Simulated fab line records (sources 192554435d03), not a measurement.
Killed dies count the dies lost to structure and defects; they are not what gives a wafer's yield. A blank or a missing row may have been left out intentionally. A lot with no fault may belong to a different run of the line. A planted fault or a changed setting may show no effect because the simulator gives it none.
fab line records	flow n5Finfet	part 1 of 2: steps 1 to 23 of 33
[record] lots = 5	wafers = 15	lastDay = 16
route steps=1938 shown BEOL_M14@1738
lots untouched by any fault: they come from a run of this same line in which no faults occurred
startH: hours from the record's first day to the start of the lot's first wafer shown	waitH: hours since the lot's step before	" same as the row above	L1.1+2: several wafers, shown together as one row	- value missing, or start not given	* or withheld: withheld	< > ~ a bound
route shown NAME@n: NAME is a module with steps in the file, n the number in the route of the first one	usual: mean/standard deviation taken from wafers without a fault	same: alike in all rows	chamber/n: place in a boat	sites: readings site by site	_std_site: standard deviation of those values	_edge_site: outer sites' mean less inner sites'	radiusMm: for every site, how far away it sits from the centre of the wafer	mask NAME#n: copy n	behind: tool/chamber where the wafer was last shaped	hold: the reason the lot was held/the length of the hold in hours/how it ended	device: whichever transistor did not switch (one of n, p or np)	end of line: the same wafers' tests at the end of the route	a step without rows: its recipe alone	killed: the dies lost at the first sort to structure and to defects; this is not the yield of the wafer	map: the dies of a wafer, with x for killed, . for not killed, _ for no die there
set.NAME: the setting as run; set.NAME@STEP: as run at that earlier step	model.NAME: the simulator's own value behind a step, which no gauge read
lots seen at some steps along the route; tables by step, rows by wafer
services: when a tool's chamber went out of use (startH, in hours from the record's first day, below 0 if earlier), for how many hours, and the reason
[[steps]]
[step N5_BEOL_M14_COAT_66]
[recipe] resist = SiARC	tempC = 220	timeS = 60	spinRpm = 1500	resistThkNm = 110
lot.wafer	tool	chamber	startH	waitH
L080.2+4+6	lithoTrack-02	0	-	-
L083.1+3+6	lithoTrack-02	0	-	-
L087.2+4+5	lithoTrack-05	0	-	-
L093.1+3+6	lithoTrack-02	0	-	-
L092.1+3+4	lithoTrack-03	0	-	-
[step N5_BEOL_M14_COAT_22]
[recipe] spinRpm = 2888	resistThkNm = 300
lot.wafer	tool	chamber	startH	waitH
L080.2+4+6	lithoTrack-02	0	-	-
L083.1+3+6	lithoTrack-02	0	-	-
L087.2+4+5	lithoTrack-05	0	-	-
L093.1+3+6	lithoTrack-02	0	-	-
L092.1+3+4	lithoTrack-03	0	-	-
[step N5_BEOL_M14_EBR_24]
[recipe] solvent = PGMEA	ebrWidthMm = 1.5
lot.wafer	tool	chamber	startH	waitH
L080.2+4+6	lithoTrack-02	0	-	-
L083.1+3+6	lithoTrack-02	0	-	-
L087.2+4+5	lithoTrack-05	0	-	-
L093.1+3+6	lithoTrack-02	0	-	-
L092.1+3+4	lithoTrack-03	0	-	-
[step N5_BEOL_M14_SOFTBAKE_23]
[recipe] tempC = 130	timeS = 60
lot.wafer	tool	chamber	startH	waitH
L080.2+4+6	lithoTrack-02	0	-	-
L083.1+3+6	lithoTrack-02	0	-	-
L087.2+4+5	lithoTrack-05	0	-	-
L093.1+3+6	lithoTrack-02	0	-	-
L092.1+3+4	lithoTrack-03	0	-	-
[step N5_BEOL_M14_EXPOSE_25]
[recipe] maskId = M14	na = 0.8	sourceShape = annular	sigmaInner = 0.5	sigmaOuter = 0.8	polarization = unpolarized	targetCdNm = 280	doseMj = 26.6
[usual] focusOffsetNm = 0.0/0.53
lot.wafer	tool	chamber	startH	waitH	mask	focusOffsetNm
L080.2	krfScanner-02	0	284.35	-	M14#0	0.9
L080.4	"	0	"	"	M14#0	-0.5
L080.6	"	0	"	"	M14#0	-0.5
L083.1	krfScanner-01	0	307.68	-	M14#0	-0.3
L083.3	"	0	"	"	M14#0	-0.5
L083.6	"	0	"	"	M14#0	-0.1
L087.2	krfScanner-01	0	322.04	-	M14#0	-0.1
L087.4	"	0	"	"	M14#0	0.2
L087.5	"	0	"	"	M14#0	-0.2
L093.1	krfScanner-02	0	361.03	-	M14#0	-0.2
L093.3	"	0	"	"	M14#0	0.5
L093.6	"	0	"	"	M14#0	-0.4
L092.1	krfScanner-01	0	361.58	-	M14#0	-0.4
L092.3	"	0	"	"	M14#0	-0.2
L092.4	"	0	"	"	M14#0	0.3
[step N5_BEOL_M14_PEB_26]
[recipe] pebTempC = 130	pebTimeS = 90
[same] pebTimeS = 90
lot.wafer	tool	chamber	startH	waitH
L080.2+4+6	lithoTrack-05	0	284.40	0.0
L083.1+3+6	lithoTrack-05	0	307.73	0.1
L087.2+4+5	lithoTrack-03	0	322.09	0.0
L093.1+3+6	lithoTrack-03	0	361.09	0.1
L092.1+3+4	lithoTrack-03	0	361.64	0.1
[step N5_BEOL_M14_DEVELOP_27]
[recipe] developTimeS = 45	rinseLiquid = diw	dry = airSpin	devTempC = 21
lot.wafer	tool	chamber	startH	waitH
L080.2+4+6	lithoTrack-05	0	-	-
L083.1+3+6	lithoTrack-05	0	-	-
L087.2+4+5	lithoTrack-03	0	-	-
L093.1+3+6	lithoTrack-03	0	-	-
L092.1+3+4	lithoTrack-03	0	-	-
[step N5_BEOL_M14_HARDBAKE_32]
[recipe] tempC = 130	timeS = 120
lot.wafer	tool	chamber	startH	waitH
L080.2+4+6	lithoTrack-05	0	-	-
L083.1+3+6	lithoTrack-05	0	-	-
L087.2+4+5	lithoTrack-03	0	-	-
L093.1+3+6	lithoTrack-03	0	-	-
L092.1+3+4	lithoTrack-03	0	-	-
[step N5_BEOL_M14_CD_MEAS_28]
[recipe] targetCdNm = 284.4	landingEnergyEv = 500	detector = seInlens
[usual] cdNm = 285.1/2.4
lot.wafer	tool	chamber	startH	waitH	cdNm
L080.2	cdSem-03	0	284.52	-	285.8
L080.4	"	0	"	"	287.3
L080.6	"	0	"	"	286.3
L083.1	cdSem-03	0	307.85	-	286.9
L083.3	"	0	"	"	285.7
L083.6	"	0	"	"	288.4
L087.2	cdSem-03	0	322.21	-	283.3
L087.4	"	0	"	"	282.1
L087.5	"	0	"	"	283.4
L093.1	cdSem-02	0	361.21	-	285.6
L093.3	"	0	"	"	283.3
L093.6	"	0	"	"	284.8
L092.1	cdSem-03	0	361.75	-	287.1
L092.3	"	0	"	"	284.5
L092.4	"	0	"	"	286.5
[step N5_BEOL_M14_OVL_MEAS_29]
[recipe] pointsPerWafer = 44
[usual] M14_OVL = 3/4.6
lot.wafer	tool	chamber	startH	waitH	M14_OVL[nm]
L080.2	overlay-01	0	284.55	0.0	10
L080.4	"	0	"	"	-2
L080.6	"	0	"	"	-4
L083.1	overlay-02	0	307.88	0.0	4
L083.3	"	0	"	"	6
L083.6	"	0	"	"	0
L087.2	overlay-02	0	322.24	0.0	-5
L087.4	"	0	"	"	-5
L087.5	"	0	"	"	5
L093.1	overlay-01	0	361.24	0.0	5
L093.3	"	0	"	"	11
L093.6	"	0	"	"	-1
L092.1	overlay-01	0	361.78	0.0	9
L092.3	"	0	"	"	11
L092.4	"	0	"	"	7
[step N5_BEOL_M14_INSPECT_30]
[recipe] mode = adi	inspectInstrument = macro
[usual] rawDefectCount = 2.3/1.6
lot.wafer	tool	chamber	startH	waitH	rawDefectCount
L080.2	defectInspect-02	-	284.57	0.0	4
L080.4	"	-	"	"	1
L080.6	"	-	"	"	0
L083.1	defectInspect-01	-	307.90	0.0	3
L083.3	"	-	"	"	2
L083.6	"	-	"	"	1
L087.2	defectInspect-02	-	322.26	0.0	2
L087.4	"	-	"	"	2
L087.5	"	-	"	"	0
L093.1	defectInspect-02	-	361.26	0.0	4
L093.3	"	-	"	"	4
L093.6	"	-	"	"	3
L092.1	defectInspect-01	-	361.81	0.0	1
L092.3	"	-	"	"	3
L092.4	"	-	"	"	3
[step N5_BEOL_M14_DESCUM_33]
[recipe] chemistry = O2	timeS = 7.9	sourcePowerW = 50	biasPowerW = 20	pressureMtorr = 20	rfFrequencyHz = 2.712e+07	tempC = 40	o2FlowSccm = 225
[usual] drypumpMotorCurrentA = 5.6/0.55	oesProductAu = 0.82/0.081	rfVppV = 243.4/1.4	showerheadPlenumPTorr = 2.11/0.08	throttleValvePct = 20.45/0.19
lot.wafer	tool	chamber	startH	waitH	drypumpMotorCurrentA	oesProductAu	rfHoursCounterH	rfVppV	showerheadPlenumPTorr	throttleValvePct
L080.2	rieDiel-05	0	285.03	0.5	4.8	0.90	30	245.3	2.24	20.55
L080.4	"	1	"	"	5.3	0.87	-	244.8	2.20	20.43
L080.6	"	0	"	"	4.8	0.91	-	244.3	2.24	20.57
L083.1	rieDiel-04	1	308.12	0.2	5.9	0.90	26	244.0	2.15	20.84
L083.3	"	2	"	"	5.6	0.88	49	241.7	2.02	20.30
L083.6	"	1	"	"	5.8	0.91	-	244.1	2.16	20.82
L087.2	rieDiel-06	3	322.29	0.0	5.9	0.77	153	243.4	2.09	20.50
L087.4	"	3	"	"	5.9	0.76	-	242.3	2.09	20.49
L087.5	"	2	"	"	5.1	0.75	-	244.7	2.21	20.36
L093.1	rieDiel-06	3	361.29	0.0	5.9	0.75	171	241.3	2.09	20.52
L093.3	"	2	"	"	5.1	0.74	163	244.5	2.20	20.38
L093.6	"	0	"	"	6.2	0.89	-	243.0	2.03	20.42
L092.1	rieDiel-05	0	361.84	0.0	4.8	0.86	58	244.2	2.23	20.57
L092.3	"	2	"	"	5.3	0.78	128	243.0	2.10	20.24
L092.4	"	3	"	"	6.3	0.90	34	245.2	2.13	20.27
[step N5_BEOL_M14_ETCH_67]
[recipe] chemistry = CF4	target = SiARC	targetDepthA = 1430	timeS = 238.3	ionEnergyEv = 80	pressureMtorr = 40	sourceW = 545	biasW = 36	Ar_flow_sccm = 100	cf4FlowSccm = 100	ends = cleared
[usual] drypumpMotorCurrentA = 5.6/0.55	etchRfOnTimeS = 236/7.1	oesProductAu = 0.70/0.077	rfVppV = 184.4/1.1	showerheadPlenumPTorr = 2.16/0.073	throttleValvePct = 15.62/0.19
lot.wafer	tool	chamber	startH	waitH	drypumpMotorCurrentA	etchRfOnTimeS	oesProductAu	rfHoursCounterH	rfVppV	showerheadPlenumPTorr	throttleValvePct
L080.2	rieDiel-05	0	285.07	0.0	4.8	219	0.81	30	186.5	2.27	15.51
L080.4	"	1	"	"	5.3	229	0.76	-	187.0	2.25	15.62
L080.6	"	0	"	"	4.8	220	0.82	-	185.4	2.27	15.51
L083.1	rieDiel-04	1	308.16	0.0	5.8	224	0.79	26	184.8	2.19	15.76
L083.3	"	2	"	"	5.7	245	0.73	49	182.6	2.07	15.48
L083.6	"	1	"	"	5.9	228	0.79	-	184.4	2.19	15.76
L087.2	rieDiel-06	3	322.33	0.0	5.9	242	0.62	153	183.9	2.14	15.67
L087.4	"	3	"	"	5.9	244	0.63	-	183.6	2.14	15.69
L087.5	"	2	"	"	5.1	241	0.62	-	184.9	2.26	15.59
L093.1	rieDiel-06	3	361.33	0.0	5.9	240	0.62	171	183.8	2.13	15.73
L093.3	"	2	"	"	5.1	236	0.63	163	185.1	2.26	15.64
L093.6	"	0	"	"	6.2	234	0.77	-	182.9	2.09	15.64
L092.1	rieDiel-05	0	361.88	0.0	4.8	223	0.76	58	185.7	2.26	15.56
L092.3	"	2	"	"	5.3	238	0.65	128	185.9	2.13	15.31
L092.4	"	3	"	"	6.3	236	0.75	34	184.4	2.17	15.38
[step N5_BEOL_M14_ETCH_68]
[recipe] chemistry = N2/H2	target = SOC	maskMaterial = SiARC	sourceW = 3000	biasW = 350	tempC = 40	timeS = 450	ionEnergyEv = 200	pressureMtorr = 30	n2FlowSccm = 200	h2FlowSccm = 200
[usual] drypumpMotorCurrentA = 5.6/0.55	n2FlowSccm = 200.2/0.66	oesProductAu = 0.82/0.082	rfVppV = 524.6/2.5	showerheadPlenumPTorr = 2.57/0.09	throttleValvePct = 17.79/0.19
lot.wafer	tool	chamber	startH	waitH	drypumpMotorCurrentA	n2FlowSccm	oesProductAu	rfHoursCounterH	rfVppV	showerheadPlenumPTorr	throttleValvePct
L080.2	rieDiel-05	0	285.22	0.1	4.8	200.6	0.92	30	527.6	2.70	17.71
L080.4	"	1	"	"	5.3	200.4	0.87	-	526.9	2.70	17.92
L080.6	"	0	"	"	4.8	200.0	0.91	-	527.2	2.70	17.72
L083.1	rieDiel-04	1	308.30	0.1	5.9	200.0	0.91	26	526.9	2.58	17.88
L083.3	"	2	"	"	5.7	199.4	0.88	49	523.3	2.47	17.63
L083.6	"	1	"	"	5.9	199.6	0.91	-	525.6	2.58	17.88
L087.2	rieDiel-06	3	322.48	0.1	5.9	199.7	0.75	153	524.0	2.55	17.84
L087.4	"	3	"	"	5.9	200.1	0.75	-	521.7	2.55	17.82
L087.5	"	2	"	"	5.1	201.1	0.74	-	525.6	2.66	17.70
L093.1	rieDiel-06	3	361.47	0.1	5.9	199.6	0.74	171	524.0	2.54	17.87
L093.3	"	2	"	"	5.1	200.9	0.74	163	525.9	2.66	17.74
L093.6	"	0	"	"	6.3	200.7	0.89	-	522.1	2.50	17.81
L092.1	rieDiel-05	0	362.02	0.1	4.8	199.8	0.86	59	526.9	2.69	17.76
L092.3	"	2	"	"	5.3	200.8	0.78	128	523.8	2.54	17.49
L092.4	"	3	"	"	6.3	200.0	0.89	34	526.2	2.60	17.67
[step N5_BEOL_M14_STRIP_69]
[recipe] chemistry = N2/H2	tempC = 40	n2FlowSccm = 200	h2FlowSccm = 200	rfFrequencyHz = 6e+07
lot.wafer	tool	chamber	startH	waitH
L080.2+4+6	rieDiel-05	0,1,0	285.48	0.1
L083.1+3+6	rieDiel-04	1,2,1	308.57	0.1
L087.2+4+5	rieDiel-06	3,3,2	322.74	0.1
L093.1+3+6	rieDiel-06	3,2,0	361.74	0.1
L092.1+3+4	rieDiel-05	0,2,3	362.29	0.1
[step N5_BEOL_M14_TRENCH_ETCH_34]
[recipe] chemistry = C4F8/O2/Ar	target = SiO2	targetDepthA = 5566.5	maskMaterial = SOC	heInnerTorr = 15	heOuterTorr = 30	timeS = 126.9	ionEnergyEv = 800	pressureMtorr = 20	sourceW = 1905	biasW = 2040	Ar_flow_sccm = 400	C4F8_flow_sccm = 16	O2_flow_sccm = 12
[usual] C4F8_flow_sccm = 16.00/0.043	drypumpMotorCurrentA = 5.6/0.55	heOuterTorr = 30.01/0.062	oesProductAu = 0.82/0.09	rfVppV = 2250/48	showerheadPlenumPTorr = 3.47/0.12	throttleValvePct = 30.9/0.33
lot.wafer	tool	chamber	startH	waitH	C4F8_flow_sccm	drypumpMotorCurrentA	heOuterTorr	oesProductAu	rfHoursCounterH	rfVppV	showerheadPlenumPTorr	throttleValvePct
L080.2	rieDiel-05	0	285.49	0.0	15.95	4.8	29.94	0.95	31	2276	3.67	31.2
L080.4	"	1	"	"	16.04	5.3	30.09	0.89	-	2261	3.61	30.9
L080.6	"	0	"	"	15.97	4.8	30.00	0.95	-	2277	3.67	31.3
L083.1	rieDiel-04	1	308.58	0.0	16.04	5.9	29.99	0.93	26	2181	3.52	31.4
L083.3	"	2	"	"	16.00	5.7	30.05	0.85	49	2279	3.31	30.6
L083.6	"	1	"	"	16.05	5.9	30.06	0.93	-	2181	3.52	31.4
L087.2	rieDiel-06	3	322.75	0.0	16.01	5.9	29.96	0.73	153	2302	3.42	30.8
L087.4	"	3	"	"	16.04	5.9	30.00	0.74	-	2302	3.42	30.8
L087.5	"	2	"	"	15.90	5.1	29.99	0.74	-	2283	3.62	30.9
L093.1	rieDiel-06	3	361.75	0.0	16.02	5.9	30.01	0.73	171	2301	3.41	30.8
L093.3	"	2	"	"	16.04	5.1	29.93	0.72	163	2283	3.61	30.9
L093.6	"	0	"	"	15.94	6.3	29.97	0.89	-	2182	3.35	30.9
L092.1	rieDiel-05	0	362.30	0.0	16.00	4.8	30.07	0.90	59	2276	3.65	31.3
L092.3	"	2	"	"	16.01	5.3	30.00	0.76	128	2206	3.40	30.3
L092.4	"	3	"	"	15.94	6.4	29.95	0.88	34	2290	3.49	30.8
[step N5_BEOL_M14_STRIP_70]
[recipe] chemistry = C4F8/O2/Ar	resist = SiARC	rfFrequencyHz = 6e+07
lot.wafer	tool	chamber	startH	waitH
L080.2+4+6	rieDiel-05	0,1,0	285.60	0.1
L083.1+3+6	rieDiel-04	1,2,1	308.69	0.1
L087.2+4+5	rieDiel-06	3,3,2	322.86	0.1
L093.1+3+6	rieDiel-06	3,2,0	361.86	0.1
L092.1+3+4	rieDiel-05	0,2,3	362.41	0.1
[step N5_BEOL_M14_OCD_MEAS_35]
[usual] trenchDepthNm = 559/17
lot.wafer	tool	chamber	startH	waitH	trenchDepthNm
L080.2	ocd-02	-	285.65	0.0	595
L080.4	"	-	"	"	571
L080.6	"	-	"	"	599
L083.1	ocd-02	-	308.73	0.0	591
L083.3	"	-	"	"	545
L083.6	"	-	"	"	591
L087.2	ocd-01	-	322.91	0.0	546
L087.4	"	-	"	"	547
L087.5	"	-	"	"	550
L093.1	ocd-01	-	361.90	0.0	549
L093.3	"	-	"	"	557
L093.6	"	-	"	"	568
L092.1	ocd-02	-	362.45	0.0	588
L092.3	"	-	"	"	550
L092.4	"	-	"	"	562
[step N5_BEOL_M14_STRIP_37]
[recipe] chemistry = O2	powerW = 600	tempC = 60	pressureMtorr = 30	rfFrequencyHz = 6e+07	biasPowerW = 0	overashFraction = 0.3	o2FlowSccm = 225
[usual] drypumpMotorCurrentA = 5.6/0.56	oesProductAu = 0.82/0.081	rfVppV = 3.5/0.86	showerheadPlenumPTorr = 2.11/0.078	throttleValvePct = 16.69/0.18
lot.wafer	tool	chamber	startH	waitH	drypumpMotorCurrentA	oesProductAu	rfHoursCounterH	rfVppV	showerheadPlenumPTorr	throttleValvePct
L080.2	rieDiel-06	0	288.77	3.1	6.2	0.91	19	3.6	2.04	16.59
L080.4	"	1	"	"	4.8	0.66	247	3.0	2.03	16.78
L080.6	"	3	"	"	5.8	0.77	-	3.4	2.10	16.75
L083.1	rieDiel-05	2	311.61	2.9	5.3	0.80	105	3.5	2.12	16.43
L083.3	"	1	"	"	5.3	0.85	54	4.6	2.20	16.68
L083.6	"	1	"	"	5.3	0.85	-	2.9	2.20	16.66
L087.2	rieDiel-04	0	326.11	3.2	6.6	0.69	237	2.4	2.13	16.71
L087.4	"	2	"	"	5.6	0.87	57	4.0	2.02	16.52
L087.5	"	1	"	"	5.9	0.87	-	3.6	2.16	16.93
L093.1	rieDiel-04	1	364.42	2.5	5.8	0.86	48	4.0	2.15	17.02
L093.3	"	3	"	"	6.2	0.71	193	3.9	1.99	16.97
L093.6	"	2	"	"	5.6	0.85	-	2.7	2.02	16.55
L092.1	rieDiel-06	3	366.58	4.1	5.9	0.76	173	4.6	2.09	16.79
L092.3	"	0	"	"	6.2	0.90	35	4.7	2.03	16.64
L092.4	"	2	"	"	5.1	0.73	165	2.1	2.20	16.66
[step N5_BEOL_M14_ETCH_38]
[recipe] chemistry = CF4/N2	target = SiCN	targetDepthA = 1065	taperDeg = 2	timeS = 120.6	ionEnergyEv = 150	maskMaterial = SiO2	pressureMtorr = 40	sourceW = 430	biasW = 70	Ar_flow_sccm = 100	cf4FlowSccm = 60	n2FlowSccm = 60
[usual] drypumpMotorCurrentA = 5.6/0.56	n2FlowSccm = 60.03/0.17	oesProductAu = 0.81/0.089	rfVppV = 382.7/1.9	showerheadPlenumPTorr = 2.22/0.074	throttleValvePct = 15.45/0.19
lot.wafer	tool	chamber	startH	waitH	drypumpMotorCurrentA	n2FlowSccm	oesProductAu	rfHoursCounterH	rfVppV	showerheadPlenumPTorr	throttleValvePct
L080.2	rieDiel-06	0	-	-	6.2	60.17	0.92	19	381.7	2.16	15.43
L080.4	"	1	"	"	4.8	60.15	0.68	247	380.3	2.16	15.68
L080.6	"	3	"	"	5.9	60.25	0.75	-	380.4	2.21	15.49
L083.1	rieDiel-05	2	-	-	5.3	60.00	0.79	105	383.5	2.20	15.10
L083.3	"	1	"	"	5.3	60.26	0.88	54	384.1	2.32	15.48
L083.6	"	2	"	"	5.3	59.87	0.79	-	383.4	2.21	15.11
L087.2	rieDiel-04	0	-	-	6.7	59.87	0.69	237	385.2	2.26	15.61
L087.4	"	2	"	"	5.7	59.98	0.85	57	380.4	2.13	15.30
L087.5	"	1	"	"	5.9	60.25	0.92	-	383.7	2.25	15.60
L093.1	rieDiel-04	1	-	-	5.9	60.03	0.88	48	382.3	2.24	15.64
L093.3	"	3	"	"	6.2	60.31	0.70	193	379.2	2.11	15.83
L093.6	"	2	"	"	5.7	59.93	0.82	-	379.6	2.13	15.31
L092.1	rieDiel-06	3	-	-	5.9	59.86	0.73	173	382.8	2.19	15.56
L092.3	"	0	"	"	6.2	60.03	0.89	35	381.3	2.16	15.47
L092.4	"	2	"	"	5.1	60.15	0.72	165	383.9	2.32	15.44
[step N5_BEOL_M14_PRECLEAN_39]
[recipe] chemistry = residueRemover	timeS = 60	tempC = 40
lot.wafer	tool	chamber	startH	waitH
L080.2+4+6	wetBench-05	3,4,2	288.97	-
L083.1+3+6	wetBench-06	4,5,2	311.87	-
L087.2+4+5	wetBench-06	6,1,0	326.31	-
L093.1+3+6	wetBench-06	5,2,1	364.62	-
L092.1+3+4	wetBench-05	2,1,3	366.77	-
[step N5_BEOL_M14_SRD_40]
[recipe] timeS = 30	tempC = 23	rinseLiquid = diw	dry = n2Spin	spinRpm = 1500	dryTimeS = 30
lot.wafer	tool	chamber	startH	waitH
L080.2+4+6	wetBench-05	3,4,2	288.99	0.0
L083.1+3+6	wetBench-06	4,5,2	311.89	0.0
L087.2+4+5	wetBench-06	6,1,0	326.33	0.0
L093.1+3+6	wetBench-06	5,2,1	364.64	0.0
L092.1+3+4	wetBench-05	2,1,3	366.79	0.0
[step N5_BEOL_M14_DEGAS_41]
[recipe] ambient = vacuum	tempC = 300	timeS = 60
[usual] heaterPowerW = 480/71	susceptorTempC = 299.99/0.17
lot.wafer	tool	chamber	startH	waitH	heaterPowerW	susceptorTempC
L080.2	pvdSputter-03	-	289.55	0.5	604	300.00
L080.4	"	-	"	"	488	299.71
L080.6	"	-	"	"	601	300.06
L083.1	pvdSputter-02	-	311.95	0.0	527	299.98
L083.3	"	-	"	"	332	299.26
L083.6	"	-	"	"	583	300.19
L087.2	pvdSputter-01	-	326.60	0.3	456	300.04
L087.4	"	-	"	"	461	299.98
L087.5	"	-	"	"	436	300.01
L093.1	pvdSputter-02	-	364.90	0.2	452	299.82
L093.3	"	-	"	"	336	299.84
L093.6	"	-	"	"	580	299.75
L092.1	pvdSputter-02	-	367.62	0.8	592	300.22
L092.3	"	-	"	"	333	300.10
L092.4	"	-	"	"	533	299.93
